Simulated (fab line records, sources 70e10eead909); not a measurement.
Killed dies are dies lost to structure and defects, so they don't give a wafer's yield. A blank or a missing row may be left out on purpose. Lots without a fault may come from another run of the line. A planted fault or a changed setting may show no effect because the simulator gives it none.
A struck lot beside a sound one | flow nand_harc | 15 steps out of a route of 1159
Sound: wafers L641.1, L641.2, L641.6. Struck: wafers L635.1, L635.5. (L635.2 of the same lot was not struck and is left out.) The cause comes at the end.
At each step with rows: each side's tool, then ch and its chambers, then its first start. Under that, the readings that differ: sound wafers | struck wafers | difference of the means | sigmas: that difference in standard deviations of wafers without a fault.
alike: readings whose means differ by less than 2 such deviations, and words and numbers that are the same on both sides. not compared: withheld readings, readings that some wafer has no value for, bounds like >300 that may hide the same value, and numbers for which the record gives no deviation and whose values overlap.
The two part at a step that has a row with sigmas, a row that says differs or no value, or rows on one side only. Numbers that don't overlap but have no deviation are shown without sigmas and don't part them. A reading that every wafer of one side lacks parts them only if that side has two wafers or more.

first, 7 steps without rows for these wafers: NHARC_P_BONDPAD_COAT_36 (time 65 s); NHARC_P_BONDPAD_COAT_03 (resist thk 600 nm); NHARC_P_BONDPAD_SOFTBAKE_04 (time 70 s); NHARC_P_BONDPAD_EBR_05; NHARC_P_BONDPAD_EXPOSE_06 (exposes mask P BPAD); NHARC_P_BONDPAD_PEB_07 (peb time 80 s); NHARC_P_BONDPAD_DEVELOP_08 (time 50 s).
NHARC_P_BONDPAD_CD_MEAS_09: target cd 500 nm.
  sound on cd_sem-02 ch 0, day 11 04:19; struck on cd_sem-02 ch 0, day 9 17:38
  alike: cd_nm
NHARC_P_BONDPAD_OVL_MEAS_38:
  sound on overlay-02, day 11 04:24; struck on overlay-02, day 9 17:43
  alike: overlay_x_nm, overlay_y_nm
then, 1 step without rows for these wafers: NHARC_P_BONDPAD_HARDBAKE_10 (time 65 s).
NHARC_P_BONDPAD_DESCUM_11: chemistry O2, time 3 s.
  sound on rie_diel-11 ch 1,2,3, day 11 04:32; struck on rie_diel-04 ch 1,2, day 9 17:52
  alike: drypump_motor_current_A, o2_flow_sccm, oes_product_au, rf_vpp_V, showerhead_plenum_p_Torr, throttle_valve_pct
  not compared: rf_hours_counter_h
NHARC_P_BONDPAD_ETCH_37: etches the open film in N2/H2, target depth 60 nm, overetch 18 nm, time 65.91 s.
  sound on rie_diel-11 ch 2,3, day 11 04:36; struck on rie_diel-04 ch 2, day 9 17:56
  reading                         | sound             | struck      | difference | sigmas
  rf_vpp_V (V)                    | 431.4 434.0 431.2 | 425.9 428.2 | -5.2       | -2
  showerhead_plenum_p_Torr (Torr) | 2.06 2.09 2.09    | 1.90 1.90   | -0.18      | -2
  alike: drypump_motor_current_A, oes_product_au, rf_fwd_power_W, throttle_valve_pct
  not compared: rf_hours_counter_h
NHARC_P_BONDPAD_ETCH_12: etches the open film in CHF3/O2, target depth 200 nm, time 100 s.
  sound on rie_diel-11 ch 0,1, day 11 04:42; struck on rie_diel-04 ch 0, day 9 18:01
  reading               | sound             | struck      | difference | sigmas
  oes_product_au (a.u.) | 0.947 0.949 0.952 | 1.127 1.124 | +0.176     | +9
  rf_fwd_power_W (W)    | 493.5 495.6 495.5 | 696.1 695.3 | +200.8     | +99 or more
  alike: drypump_motor_current_A, o2_flow_sccm, rf_vpp_V, showerhead_plenum_p_Torr, throttle_valve_pct
  not compared: rf_hours_counter_h
NHARC_P_BONDPAD_CD_MEAS_13:
  sound on cd_sem-01, day 11 04:50; struck on cd_sem-01, day 9 18:10
  alike: cd_nm
then, 1 step without rows for these wafers: NHARC_END_SORT_01.

WHERE THEY PART
First at NHARC_P_BONDPAD_ETCH_37; last, within this record, at NHARC_P_BONDPAD_ETCH_12. Later steps at which nothing parts them and some readings are alike: NHARC_P_BONDPAD_CD_MEAS_13.

WHY: what the simulator had put in
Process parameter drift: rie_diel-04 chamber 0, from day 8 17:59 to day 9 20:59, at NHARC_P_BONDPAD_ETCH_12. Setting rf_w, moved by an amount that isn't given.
